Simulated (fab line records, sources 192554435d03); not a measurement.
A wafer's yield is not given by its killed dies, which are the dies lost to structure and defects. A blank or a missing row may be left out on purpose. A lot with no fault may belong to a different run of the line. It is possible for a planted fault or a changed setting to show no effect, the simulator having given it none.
The tool behind it: which one?	flow n5Finfet	72 wafers from 24 lots sampled at 6 of the route's 1938 steps

== WHAT THE GAUGES READ, wafer by wafer ==
N5_BEOL_M0_SAQP_CD_MEAS_40: target cd 30 nm.
lot	measured	on	cdNm (nm)
L074	day 5 15:51	cdSem-02	30.26 30.44 29.94
L075	day 5 22:20	cdSem-02	30.19 29.95 29.96
L076	day 6 06:07	cdSem-03	29.96 29.86 30.12
L077	day 6 06:43	cdSem-02	29.87 30.07 29.62
L078	day 6 21:17	cdSem-03	29.92 29.79 30.46
L079	day 7 06:02	cdSem-02	29.97 29.71 30.08
L080	day 7 11:28	cdSem-02	29.64 30.06 29.94
L081	day 7 15:15	cdSem-03	29.81 30.02 29.47
L082	day 7 19:25	cdSem-01	30.11 29.98 30.07
L083	day 7 20:40	cdSem-02	30.22 29.93 30.72
L084	day 8 05:32	cdSem-01	30.44 30.24 29.86
L085	day 8 14:40	cdSem-03	30.34 30.27 30.07
L086	day 8 14:57	cdSem-02	30.30 29.89 29.68
L087	day 9 06:00	cdSem-02	29.75 29.89 29.79
L088	day 9 07:49	cdSem-02	30.26 30.17 29.84
L089	day 9 13:02	cdSem-01	29.70 30.01 29.99
L090	day 9 13:29	cdSem-02	30.16 29.99 30.00
L091	day 9 19:02	cdSem-01	30.42 29.83 29.93
L092	day 10 02:55	cdSem-01	30.02 29.97 30.16
L093	day 10 10:17	cdSem-03	30.22 29.94 30.06
L094	day 10 16:06	cdSem-02	29.98 30.49 30.14
L095	day 11 04:02	cdSem-02	30.29 29.98 29.77
L096	day 11 06:47	cdSem-02	29.98 29.95 30.04
L097	day 11 10:39	cdSem-03	29.90 30.26 29.67

N5_BEOL_M0_OCD_MEAS_108.
lot	measured	on	trenchDepthNm (nm)
L074	day 6 00:50	ocd-02	33.1 32.4 32.5
L075	day 6 01:26	ocd-02	33.1 34.7 33.9
L076	day 6 09:47	ocd-02	32.8 32.2 31.4
L077	day 6 10:23	ocd-02	32.5 32.4 31.6
L078	day 7 00:50	ocd-02	33.2 35.8 32.6
L079	day 7 10:06	ocd-02	32.4 32.5 31.2
L080	day 7 14:11	ocd-02	34.6 33.4 34.1
L081	day 7 18:32	ocd-02	32.8 33.9 32.8
L082	day 7 22:11	ocd-02	32.9 32.9 34.9
L083	day 8 00:18	ocd-01	32.2 32.6 32.3
L084	day 8 17:12	ocd-02	32.9 32.2 31.9
L085	day 8 22:06	ocd-02	32.6 33.0 33.2
L086	day 8 21:37	ocd-01	32.8 33.8 32.8
L087	day 9 10:49	ocd-01	33.5 32.7 33.3
L088	day 9 10:38	ocd-02	33.0 32.7 31.4
L089	day 9 15:54	ocd-02	35.1 33.0 32.2
L090	day 9 20:29	ocd-01	32.6 33.1 32.9
L091	day 9 23:39	ocd-01	34.3 32.6 33.2
L092	day 10 07:59	ocd-02	32.7 31.8 32.2
L093	day 10 14:50	ocd-02	34.6 33.2 31.9
L094	day 10 19:40	ocd-01	32.0 32.9 32.7
L095	day 11 09:04	ocd-02	33.7 33.2 35.4
L096	day 11 13:32	ocd-01	32.7 32.5 32.9
L097	day 11 13:34	ocd-02	31.5 34.6 33.0

== WHAT TOOL EACH LOT RAN ON (gives the tool, then ch and the chambers of the sampled wafers, and finally the start) ==
lot	N5_BEOL_M0_SAQP_STRIP_86	N5_BEOL_M0_SAQP_MANDREL1_REMOVE_100	N5_BEOL_M0_SAQP_SPACER2_ALD_26	N5_BEOL_M0_HM_OPEN_105
L074	rieDiel-03 ch 0,2,3, day 5 10:40	rieSi-05 ch 1,2,3, day 5 13:20	aldSin-03 ch 0,1,3, day 5 14:40	rieMetal-01 ch 0,1, day 6 00:22
L075	rieDiel-02 ch 0,1,2, day 5 19:05	rieSi-06 ch 1,2,3, day 5 20:10	aldSin-02 ch 2,3, day 5 21:17	rieMetal-02 ch 1, day 6 00:24
L076	rieDiel-02 ch 1,2, day 6 02:05	rieSi-04 ch 1,2,3, day 6 03:10	aldSin-02 ch 0,1,3, day 6 04:48	rieMetal-02 ch 0,1, day 6 08:33
L077	rieDiel-02 ch 1,2,3, day 6 02:53	rieSi-04 ch 0,2,3, day 6 04:12	aldSin-03 ch 0,1,2, day 6 05:39	rieMetal-01 ch 0,1, day 6 09:20
L078	rieDiel-03 ch 1,2,3, day 6 18:02	rieSi-05 ch 0,1,2, day 6 19:06	aldSin-02 ch 0,2,3, day 6 20:13	rieMetal-02 ch 0,1, day 7 00:12
L079	rieDiel-03 ch 2,3, day 7 02:27	rieSi-06 ch 0,1, day 7 03:32	aldSin-01 ch 1,2, day 7 04:56	rieMetal-02 ch 0,1, day 7 09:34
L080	rieDiel-05 ch 0,1,3, day 7 05:51	rieSi-04 ch 2,3, day 7 07:59	aldSin-01 ch 0,3, day 7 10:14	rieMetal-02 ch 0,1, day 7 13:29
L081	rieDiel-02 ch 0,2, day 7 11:31	rieSi-06 ch 0,1, day 7 12:35	aldSin-01 ch 1,3, day 7 13:43	rieMetal-01 ch 0,1, day 7 18:05
L082	rieDiel-02 ch 0,1,2, day 7 15:09	rieSi-05 ch 1,2,3, day 7 16:51	aldSin-02 ch 1,2,3, day 7 18:10	rieMetal-03 ch 1, day 7 21:35
L083	rieDiel-02 ch 0,1,2, day 7 17:01	rieSi-04 ch 0,1, day 7 18:17	aldSin-03 ch 0,1,3, day 7 19:32	rieMetal-01 ch 0,1, day 7 23:52
L084	rieDiel-03 ch 1,3, day 8 02:09	rieSi-04 ch 1,2,3, day 8 03:14	aldSin-02 ch 0,1,2, day 8 04:21	rieMetal-01 ch 0, day 8 16:31
L085	rieDiel-02 ch 0,1,3, day 8 09:56	rieSi-04 ch 0,1,3, day 8 11:01	aldSin-03 ch 0,1,2, day 8 13:22	rieMetal-03 ch 0,1, day 8 21:13
L086	rieDiel-03 ch 1,2,3, day 8 10:16	rieSi-04 ch 1,2,3, day 8 11:22	aldSin-03 ch 0,1,2, day 8 13:53	rieMetal-02 ch 0,1, day 8 21:04
L087	rieDiel-02 ch 1,2, day 9 01:40	rieSi-04 ch 1,2, day 9 02:45	aldSin-01 ch 0,1, day 9 04:57	rieMetal-02 ch 1, day 9 10:21
L088	rieDiel-02 ch 0,1,2, day 9 04:07	rieSi-04 ch 0,1, day 9 05:34	aldSin-02 ch 1,2,3, day 9 06:41	rieMetal-01 ch 0,1, day 9 10:10
L089	rieDiel-02 ch 0,3, day 9 09:13	rieSi-04 ch 0,2, day 9 10:40	aldSin-03 ch 0,2,3, day 9 11:59	rieMetal-01 ch 0,1, day 9 15:05
L090	rieDiel-03 ch 0,1,3, day 9 10:04	rieSi-06 ch 0,1,2, day 9 11:08	aldSin-01 ch 1,2, day 9 12:26	rieMetal-03 ch 0,1, day 9 19:56
L091	rieDiel-03 ch 0,1, day 9 15:31	rieSi-04 ch 1,2,3, day 9 16:36	aldSin-01 ch 0,2,3, day 9 17:50	rieMetal-01 ch 0,1, day 9 22:58
L092	rieDiel-02 ch 0,3, day 9 23:10	rieSi-06 ch 0,1,3, day 10 00:23	aldSin-02 ch 2,3, day 10 01:52	rieMetal-03 ch 0,1, day 10 06:48
L093	rieDiel-02 ch 0,1, day 10 05:46	rieSi-04 ch 0,2,3, day 10 07:52	aldSin-01 ch 0,1,2, day 10 09:07	rieMetal-02 ch 0,1, day 10 14:22
L094	rieDiel-05 ch 0,2,3, day 10 12:04	rieSi-04 ch 0,3, day 10 13:14	aldSin-02 ch 0,1,2, day 10 14:53	rieMetal-01 ch 0,1, day 10 18:11
L095	rieDiel-03 ch 0,1,2, day 10 23:59	rieSi-06 ch 0,1,3, day 11 01:34	aldSin-03 ch 1,2,3, day 11 02:52	rieMetal-03 ch 0,1, day 11 07:54
L096	rieDiel-03 ch 1,2,3, day 11 03:17	rieSi-06 ch 0,1,2, day 11 04:22	aldSin-02 ch 0,1,3, day 11 05:37	rieMetal-03 ch 0,1, day 11 13:07
L097	rieDiel-03 ch 0,1,3, day 11 06:43	rieSi-05 ch 0,1,3, day 11 08:21	aldSin-01 ch 1,2,3, day 11 09:29	rieMetal-02 ch 0,1, day 11 13:06
- N5_BEOL_M0_SAQP_STRIP_86: strips in N2/H2.
- N5_BEOL_M0_SAQP_MANDREL1_REMOVE_100: chemistry HBr/Cl2/O2, target a-Si, stops on SiNx, bt time 10 s.
- N5_BEOL_M0_SAQP_SPACER2_ALD_26: deposits SiO2, target thk 15 nm, pulse time 1 s, purge time 2 s.
- N5_BEOL_M0_HM_OPEN_105: chemistry Cl2/BCl3, target TiN, target depth 12 nm.

== WHAT THE TOOLS THEMSELVES READ (means of the sampled wafers that have a number; where no wafer has one, the mark that the record gives instead) ==
N5_BEOL_M0_SAQP_STRIP_86.
lot	tool	drypumpMotorCurrentA (A)	oesProductAu (a.u.)	rfVppV (V)	showerheadPlenumPTorr (Torr)	throttleValvePct (%)
L074	rieDiel-03	5.6	0.71	121.2	3.43	19.28
L075	rieDiel-02	5.8	0.76	121.2	3.35	18.63
L076	rieDiel-02	6.1	0.76	121.9	3.26	18.74
L077	rieDiel-02	6.2	0.75	122.0	3.37	18.83
L078	rieDiel-03	5.4	0.73	121.0	3.43	19.18
L079	rieDiel-03	5.2	0.72	121.1	3.48	19.22
L080	rieDiel-05	5.9	0.74	122.1	3.39	18.92
L081	rieDiel-02	5.4	0.71	121.6	3.34	18.56
L082	rieDiel-02	5.8	0.75	121.7	3.35	18.67
L083	rieDiel-02	5.8	0.75	121.5	3.34	18.68
L084	rieDiel-03	5.0	0.73	123.1	3.43	19.03
L085	rieDiel-02	5.9	0.74	122.5	3.45	18.75
L086	rieDiel-03	5.4	0.82	122.5	3.42	19.04
L087	rieDiel-02	6.2	0.78	121.2	3.34	18.81
L088	rieDiel-02	5.8	0.74	121.4	3.34	18.69
L089	rieDiel-02	5.9	0.67	122.9	3.46	18.80
L090	rieDiel-03	5.4	0.80	121.1	3.36	18.95
L091	rieDiel-03	5.5	0.80	122.4	3.31	18.90
L092	rieDiel-02	5.9	0.69	121.6	3.46	18.82
L093	rieDiel-02	5.6	0.73	123.1	3.42	18.59
L094	rieDiel-05	6.4	0.73	121.7	3.35	19.00
L095	rieDiel-03	5.8	0.86	121.8	3.35	18.98
L096	rieDiel-03	5.4	0.79	122.4	3.41	19.08
L097	rieDiel-03	5.4	0.78	123.2	3.36	18.97

N5_BEOL_M0_SAQP_MANDREL1_REMOVE_100.
lot	tool	drypumpMotorCurrentA (A)	oesProductAu (a.u.)	rfFwdPowerW (W)	throttleValvePct (%)
L074	rieSi-05	5.5	1.016	595.2	37.1
L075	rieSi-06	5.8	0.984	596.4	36.8
L076	rieSi-04	5.4	0.991	596.4	36.4
L077	rieSi-04	5.4	1.002	594.4	36.2
L078	rieSi-05	5.8	0.994	597.5	37.5
L079	rieSi-06	5.9	0.990	597.2	36.7
L080	rieSi-04	5.1	1.015	595.3	36.7
L081	rieSi-06	5.9	0.987	594.6	36.6
L082	rieSi-05	5.5	1.016	598.7	37.1
L083	rieSi-04	5.8	0.988	594.9	36.2
L084	rieSi-04	5.4	1.005	595.3	36.4
L085	rieSi-04	5.7	0.998	596.0	36.0
L086	rieSi-04	5.4	1.004	595.2	36.5
L087	rieSi-04	5.5	0.990	594.6	36.6
L088	rieSi-04	5.8	0.995	593.4	35.9
L089	rieSi-04	5.5	1.012	595.1	36.2
L090	rieSi-06	5.8	0.989	596.9	36.6
L091	rieSi-04	5.4	1.003	596.9	36.4
L092	rieSi-06	5.9	0.998	595.4	36.7
L093	rieSi-04	5.4	1.010	597.9	36.2
L094	rieSi-04	5.6	1.005	595.9	35.8
L095	rieSi-06	5.9	0.989	595.9	36.7
L096	rieSi-06	5.8	0.990	597.4	36.6
L097	rieSi-05	5.6	1.012	595.4	37.1

N5_BEOL_M0_SAQP_SPACER2_ALD_26.
lot	tool	heaterPowerW (W)	precursorPulseHeightRel
L074	aldSin-03	465	1.000
L075	aldSin-02	464	0.997
L076	aldSin-02	544	0.994
L077	aldSin-03	478	1.008
L078	aldSin-02	515	1.023
L079	aldSin-01	476	1.005
L080	aldSin-01	455	1.010
L081	aldSin-01	471	0.997
L082	aldSin-02	490	1.012
L083	aldSin-03	455	1.001
L084	aldSin-02	489	1.007
L085	aldSin-03	479	1.003
L086	aldSin-03	477	0.982
L087	aldSin-01	449	1.034
L088	aldSin-02	493	1.001
L089	aldSin-03	463	1.002
L090	aldSin-01	475	0.996
L091	aldSin-01	467	1.000
L092	aldSin-02	460	1.018
L093	aldSin-01	474	1.007
L094	aldSin-02	498	0.999
L095	aldSin-03	442	0.996
L096	aldSin-02	535	0.993
L097	aldSin-01	474	0.987

N5_BEOL_M0_HM_OPEN_105.
lot	tool	drypumpMotorCurrentA (A)	oesProductAu (a.u.)	rfFwdPowerW (W)	throttleValvePct (%)
L074	rieMetal-01	5.5	0.65	994	21.9
L075	rieMetal-02	5.4	0.67	995	22.0
L076	rieMetal-02	5.8	0.74	997	22.0
L077	rieMetal-01	5.5	0.65	993	21.9
L078	rieMetal-02	6.3	0.80	998	21.9
L079	rieMetal-02	6.3	0.80	995	21.9
L080	rieMetal-02	6.2	0.80	997	21.9
L081	rieMetal-01	5.6	0.64	996	21.9
L082	rieMetal-03	5.9	0.78	991	22.0
L083	rieMetal-01	5.5	0.64	994	21.9
L084	rieMetal-01	5.9	0.77	998	21.4
L085	rieMetal-03	5.6	0.76	989	22.3
L086	rieMetal-02	6.2	0.79	993	21.9
L087	rieMetal-02	5.4	0.65	996	22.0
L088	rieMetal-01	5.7	0.86	995	21.5
L089	rieMetal-01	5.5	0.94	993	21.6
L090	rieMetal-03	5.8	0.77	996	22.1
L091	rieMetal-01	5.5	0.93	995	21.6
L092	rieMetal-03	5.7	0.76	995	22.1
L093	rieMetal-02	5.8	0.71	996	22.0
L094	rieMetal-01	5.5	0.92	994	21.6
L095	rieMetal-03	5.6	0.74	994	22.3
L096	rieMetal-03	5.8	0.75	992	22.1
L097	rieMetal-02	5.8	0.71	996	22.0

== THE ANSWER, worked out from the rows above alone ==
Rule: usual is defined by the lots themselves. Put in order of their means at a reading, lots are off if they are a third of the lots or fewer, leave a main group of 4 or more, and stand apart from it by a gap of 3 or more times the standard deviation of the main group's means; of several such gaps the widest counts. A main group whose means are all the same, to the digits that the tables above print for the reading, isn't used. A lot without any number at a reading at which 4 lots or more have one is off too. The other lots that the step has rows for count as sound. After the gauges, taken in route order, come the tools' own readings; for these a lot's mean is taken, as printed above. The first step at which some lot is off is used, and at that step the reading that is off furthest; a lot without a number counts as furthest.
No lot is off at any reading shown: from this, nothing can be told.

== WHAT THE SIMULATOR HAD PUT IN ==
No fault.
